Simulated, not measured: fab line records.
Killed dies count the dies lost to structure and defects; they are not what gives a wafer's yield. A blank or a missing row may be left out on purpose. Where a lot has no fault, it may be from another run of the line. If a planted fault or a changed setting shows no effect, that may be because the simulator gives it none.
Chamber matching | flow nand-harc | 4 sister chambers for NHARC_P_GATE_DESCUM_31 on rie-diel-11
The step chemistry O2, time 3 s. 4 wafers are shown with their chamber, then 8 later ones without.

## WAFERS WITH THEIR CHAMBER
wafer  | chamber | showerhead-plenum-p-Torr (Torr)
L085.1 | 2       | 1.96
L085.3 | 3       | 1.85
L085.4 | 0       | 1.98
L088.1 | 1       | 1.83

## WAFERS WITH NO CHAMBER GIVEN
wafer  | showerhead-plenum-p-Torr (Torr)
L088.2 | 1.96
L088.6 | 1.85
L094.2 | 1.97
L094.3 | 1.85
L094.6 | 1.85
L097.1 | 1.83
L097.2 | 1.96
L097.5 | 1.97

## EACH ONE'S CHAMBER
wafer  | from the rows above     | in truth
L088.2 | 2                       | 2
L088.6 | 3                       | 3
L094.2 | can't be placed: 0 or 2 | 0
L094.3 | 3                       | 3
L094.6 | 3                       | 3
L097.1 | 1                       | 1
L097.2 | 2                       | 2
L097.5 | can't be placed: 0 or 2 | 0
Correct placement for 6 of the 8. Unplaceable from these rows: 2, with the true chamber sitting among the candidates in 2. Wrongly placed: 0.
How it was worked out, from the rows above alone: a wafer's distance from a chamber is the root of the sum, over the readings, of the square of ((its reading less the chamber's mean) divided by the reading's scatter). If the next closest chamber is less than 2 further off than the closest, the wafer can't be placed; otherwise it belongs to the closest. Each chamber's mean is taken over the wafers shown for it. The scatter: root of mean squared gap, hidden wafer to nearest shown wafer, with one shown wafer a chamber.
